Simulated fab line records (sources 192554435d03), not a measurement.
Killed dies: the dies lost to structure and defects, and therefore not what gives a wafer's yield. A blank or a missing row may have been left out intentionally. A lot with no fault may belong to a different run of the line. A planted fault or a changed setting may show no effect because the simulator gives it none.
Matching of chambers :: flow n5-finfet :: rie-diel-02 running N5_DUMMY_GATE_ETCH_31: 4 sister chambers
The step etches SiO2 in C4F6/O2, target depth 82.5 nm, time 27.5 s. 14 wafers are shown with their chamber, then 7 later ones without.

WAFERS WITH THEIR CHAMBER
wafer: L080.3
chamber: 1
drypump-motor-current-A (A): 5.8
throttle-valve-pct (%): 21.61
showerhead-plenum-p-Torr (Torr): 2.82

wafer: L080.4
chamber: 0
drypump-motor-current-A (A): 6.1
throttle-valve-pct (%): 20.69
showerhead-plenum-p-Torr (Torr): 2.96

wafer: L080.5
chamber: 3
drypump-motor-current-A (A): 4.9
throttle-valve-pct (%): 21.27
showerhead-plenum-p-Torr (Torr): 2.93

wafer: L082.1
chamber: 3
drypump-motor-current-A (A): 4.9
throttle-valve-pct (%): 21.27
showerhead-plenum-p-Torr (Torr): 2.93

wafer: L082.4
chamber: 1
drypump-motor-current-A (A): 5.8
throttle-valve-pct (%): 21.61
showerhead-plenum-p-Torr (Torr): 2.82

wafer: L082.6
chamber: 3
drypump-motor-current-A (A): 4.9
throttle-valve-pct (%): 21.27
showerhead-plenum-p-Torr (Torr): 2.93

wafer: L086.1
chamber: 3
drypump-motor-current-A (A): 4.9
throttle-valve-pct (%): 21.30
showerhead-plenum-p-Torr (Torr): 2.93

wafer: L086.5
chamber: 2
drypump-motor-current-A (A): 5.1
throttle-valve-pct (%): 21.19
showerhead-plenum-p-Torr (Torr): 2.78

wafer: L086.6
chamber: 3
drypump-motor-current-A (A): 4.9
throttle-valve-pct (%): 21.30
showerhead-plenum-p-Torr (Torr): 2.93

wafer: L090.2
chamber: 3
drypump-motor-current-A (A): 4.9
throttle-valve-pct (%): 21.32
showerhead-plenum-p-Torr (Torr): 2.92

wafer: L090.3
chamber: 2
drypump-motor-current-A (A): 5.0
throttle-valve-pct (%): 21.19
showerhead-plenum-p-Torr (Torr): 2.77

wafer: L090.6
chamber: 1
drypump-motor-current-A (A): 5.8
throttle-valve-pct (%): 21.63
showerhead-plenum-p-Torr (Torr): 2.82

wafer: L091.1
chamber: 1
drypump-motor-current-A (A): 5.8
throttle-valve-pct (%): 21.63
showerhead-plenum-p-Torr (Torr): 2.81

wafer: L091.2
chamber: 2
drypump-motor-current-A (A): 5.1
throttle-valve-pct (%): 21.21
showerhead-plenum-p-Torr (Torr): 2.77

SIGNATURES (averages over the wafers above)
reading: drypump-motor-current-A
chamber 0: 6.100
chamber 1: 5.800
chamber 2: 5.067
chamber 3: 4.900
scatter within a chamber: 0.0258

reading: throttle-valve-pct
chamber 0: 20.6900
chamber 1: 21.6200
chamber 2: 21.1967
chamber 3: 21.2883
scatter within a chamber: 0.0172

reading: showerhead-plenum-p-Torr
chamber 0: 2.9600
chamber 1: 2.8175
chamber 2: 2.7733
chamber 3: 2.9283
scatter within a chamber: 0.00474
Rule: for a wafer and a chamber, the distance is found by dividing, reading by reading, the gap between the wafer's reading and the chamber's mean by the reading's scatter, squaring, summing and taking the root. The wafer belongs to the nearest chamber; if the next one is less than 2 further off, it can't be placed. The scatter: take each reading less its chamber's mean, square it, sum over the shown wafers, divide by the number of wafers less the number of chambers, and take the root.

WAFERS WITH NO CHAMBER GIVEN
wafer: L091.3
drypump-motor-current-A (A): 6.1
throttle-valve-pct (%): 20.73
showerhead-plenum-p-Torr (Torr): 2.95

wafer: L094.1
drypump-motor-current-A (A): 5.0
throttle-valve-pct (%): 21.21
showerhead-plenum-p-Torr (Torr): 2.77

wafer: L094.3
drypump-motor-current-A (A): 4.9
throttle-valve-pct (%): 21.30
showerhead-plenum-p-Torr (Torr): 2.92

wafer: L094.4
drypump-motor-current-A (A): 6.1
throttle-valve-pct (%): 20.73
showerhead-plenum-p-Torr (Torr): 2.95

wafer: L095.2
drypump-motor-current-A (A): 6.1
throttle-valve-pct (%): 20.74
showerhead-plenum-p-Torr (Torr): 2.95

wafer: L095.4
drypump-motor-current-A (A): 5.1
throttle-valve-pct (%): 21.21
showerhead-plenum-p-Torr (Torr): 2.77

wafer: L095.5
drypump-motor-current-A (A): 5.1
throttle-valve-pct (%): 21.22
showerhead-plenum-p-Torr (Torr): 2.77

THE CHAMBER EACH PASSED THROUGH
wafer: L091.3
from the rows above: 0
in truth: 0

wafer: L094.1
from the rows above: 2
in truth: 2

wafer: L094.3
from the rows above: 3
in truth: 3

wafer: L094.4
from the rows above: 0
in truth: 0

wafer: L095.2
from the rows above: 0
in truth: 0

wafer: L095.4
from the rows above: 2
in truth: 2

wafer: L095.5
from the rows above: 2
in truth: 2
Placed correctly: 7 of 7. From these rows, 0 cannot be placed. 0 placed wrongly.
